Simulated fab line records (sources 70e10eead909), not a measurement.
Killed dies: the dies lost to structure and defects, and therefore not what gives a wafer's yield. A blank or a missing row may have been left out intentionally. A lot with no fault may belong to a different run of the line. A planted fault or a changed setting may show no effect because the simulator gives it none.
A lot that was struck, set against a sound lot || flow nand harc || 41 steps out of a route of 1159
Sound: these wafers, L699.2, L699.3, L699.4. Wafers struck: L714.1, L714.3, L714.6. The cause is named last.
At each step with rows: each side's tool, then ch and its chambers, then its first start. Under that, the readings that differ: sound wafers || struck wafers || difference of the means || sigmas: that difference in standard deviations of wafers without a fault.
alike: a reading whose means differ by less than 2 such deviations, as well as words and numbers matching on both sides. not compared: withheld readings; readings where some wafer has no value; bounds like >300 that might hide an equal value; numbers whose values overlap and for which the record gives no deviation.
Wherever a step has rows on one side only, a row that says differs or no value, or a row with sigmas, the two part there. Non-overlapping numbers with no deviation appear without sigmas and do not part them. A reading missing from all wafers of one side parts the sides only when that side holds two or more wafers.

first, 1 step without rows for these wafers: NHARC_P_BONDPAD_ECD_18 (material Cu, target thk 400 nm).
NHARC_P_BONDPAD_ANNEAL_28: time 90 s.
  sound on rtp anneal-02 ch 0, day 6 20:40; struck on rtp anneal-01 ch 0, day 10 06:32
{"reading": "wafer_temp_C_max", "sound": "225.7 225.8 225.9", "struck": "226.1 227.2 226.8", "difference": "+0.9", "sigmas": "+2"}
then, 1 step without rows for these wafers: NHARC_P_BONDPAD_CMP_19 (polishes, t overpolish 30 s, cu recess touch 16 s, target thk 160.81 nm).
NHARC_P_BONDPAD_THK_MEAS_20: measures by xrf.
  sound on film metro-01, day 6 21:16; struck on film metro-02, day 10 07:12
  alike: thk nm
then, 1 step without rows for these wafers: NHARC_P_BONDPAD_SRD_21 (time 30 s, dry time 20 s).
NHARC_P_BONDPAD_INSPECT_23:
  sound on defect inspect-02, day 6 21:29; struck on defect inspect-02, day 10 07:26
{"reading": "raw defect count", "sound": "864 602 417", "struck": "286 192 237", "difference": -389, "sigmas": -3}
NHARC_P_BONDPAD_ACTIVATE_29: chemistry N2, time 60 s.
  sound on rie diel-09 ch 0,1,3, day 6 21:32; struck on rie diel-09 ch 0,2,3, day 10 07:29
  alike: drypump motor current A, oes product au, rf vpp V, showerhead plenum p Torr
  not compared: rf hours counter h
then, 2 steps without rows for these wafers: NHARC_P_BONDPAD_PRECLEAN_30 (cleans in DIW, time 300 s); NHARC_P_BONDPAD_SRD_31 (time 30 s, dry time 20 s).
NHARC_A_START_INSPECT_01:
  sound on defect inspect-02, day 6 21:56; struck on defect inspect-01, day 10 07:55
  alike: raw defect count
NHARC_A_ZERO_WELL_PRECLEAN_00: cleans in SPM, time 600 s.
  sound on wet bench-05 ch 1,4,5, day 6 22:02; struck on wet bench-05 ch 0,1,2, day 10 08:01
  alike: bath guard temp C
then, 10 steps without rows for these wafers: NHARC_A_ZERO_WELL_SRD_01; NHARC_A_ZERO_WELL_DEHYDRATE_02 (time 120 s); NHARC_A_ZERO_WELL_HMDS_03 (time 30 s); NHARC_A_ZERO_WELL_COAT_18 (time 65 s); NHARC_A_ZERO_WELL_COAT_04 (resist thk 600 nm); NHARC_A_ZERO_WELL_SOFTBAKE_05 (time 70 s); NHARC_A_ZERO_WELL_EBR_06; NHARC_A_ZERO_WELL_EXPOSE_07 (exposes mask A ZERO); NHARC_A_ZERO_WELL_PEB_08 (peb time 80 s); NHARC_A_ZERO_WELL_DEVELOP_09 (time 50 s).
NHARC_A_ZERO_WELL_CD_MEAS_10: the cd target is 2000 nm.
  sound on cd sem-03 ch 0, day 6 22:47; struck on cd sem-03 ch 0, day 10 08:38
  alike: cd nm
then, 1 step without rows for these wafers: NHARC_A_ZERO_WELL_HARDBAKE_11 (time 65 s).
NHARC_A_ZERO_WELL_DESCUM_12: chemistry O2, time 3 s.
  sound on rie diel-11 ch 1,2,3, day 6 22:58; struck on rie diel-06 ch 1,2, day 10 08:48
  alike: drypump motor current A, o2 flow sccm, oes product au, rf vpp V, showerhead plenum p Torr, throttle valve pct
  not compared: rf hours counter h
then, 1 step without rows for these wafers: NHARC_A_ZERO_WELL_ETCH_19 (etches the open film in N2/H2, target depth 80 nm, overetch 24 nm, time 87.88 s).
NHARC_A_ZERO_WELL_ETCH_13: etches the open film in HBr/Cl2, target depth 120 nm, time 40.1 s.
  sound on rie si-03 ch 0,1,3, day 6 23:10; struck on rie si-01 ch 0,1, day 10 08:59
  alike: drypump motor current A, oes product au, throttle valve pct
  not compared: rf hours counter h
then, 4 steps without rows for these wafers: NHARC_A_ZERO_WELL_STRIP_14 (strips in SPM, time 900 s); NHARC_A_ZERO_WELL_IMPLANT_15; NHARC_A_ZERO_WELL_PRECLEAN_22 (cleans in SC1, time 60 s); NHARC_A_ZERO_WELL_SRD_23.
NHARC_A_ZERO_WELL_RTA_16: time 10 s.
  sound on rtp anneal-01 ch 0, day 7 00:07; struck on rtp anneal-01 ch 0, day 10 09:56
  alike: lamp power pct, lamp_zone_2_pct, wafer_temp_C_max
NHARC_A_ZERO_WELL_INSPECT_17:
  sound on defect inspect-01, day 7 00:17; struck on defect inspect-01, day 10 10:08
{"reading": "raw defect count", "sound": "13 21 17", "struck": "397 399 421", "difference": "+389", "sigmas": "+64"}
then, 3 steps without rows for these wafers: NHARC_A_SOURCE_PLATE_PRECLEAN_00 (cleans in HF-LAST, time 60 s); NHARC_A_SOURCE_PLATE_SRD_01; NHARC_A_SOURCE_PLATE_OXIDE_02 (material SiO2, target thk 10 nm, ox time 1362 s).
NHARC_A_SOURCE_PLATE_THK_MEAS_09: measures by ellipsometry.
  sound on film metro-02, day 7 04:37; struck on film metro-01, day 10 17:36
  alike: thk nm
then, 3 steps without rows for these wafers: NHARC_A_SOURCE_PLATE_PVD_04 (deposits WSi2, target thk 50 nm); NHARC_A_SOURCE_PLATE_CVD_03 (deposits poly-Si, target thk 200 nm, time 4000 s); NHARC_A_SOURCE_PLATE_ANNEAL_05 (time 1800 s).
NHARC_A_SOURCE_PLATE_INSPECT_08:
  sound on defect inspect-01, day 7 17:47; struck on defect inspect-01, day 11 06:48
{"reading": "raw defect count", "sound": "53 31 30", "struck": "419 429 490", "difference": "+408", "sigmas": "+17"}
-- the record jumps here: 12 days lie between the struck wafers' starts before and after (it left off in module A_SOURCE_PLATE and takes up again in module END, whose first step shown is number 1159 of the route) --
NHARC_END_SORT_01:
  the record has rows for the struck wafers here (prober-02 ch 0, day 23 15:47) and none for the sound ones

WHERE THEY PART
First at NHARC_P_BONDPAD_ANNEAL_28; last, within this record, at NHARC_END_SORT_01.

WHY: what had been put in by the simulator
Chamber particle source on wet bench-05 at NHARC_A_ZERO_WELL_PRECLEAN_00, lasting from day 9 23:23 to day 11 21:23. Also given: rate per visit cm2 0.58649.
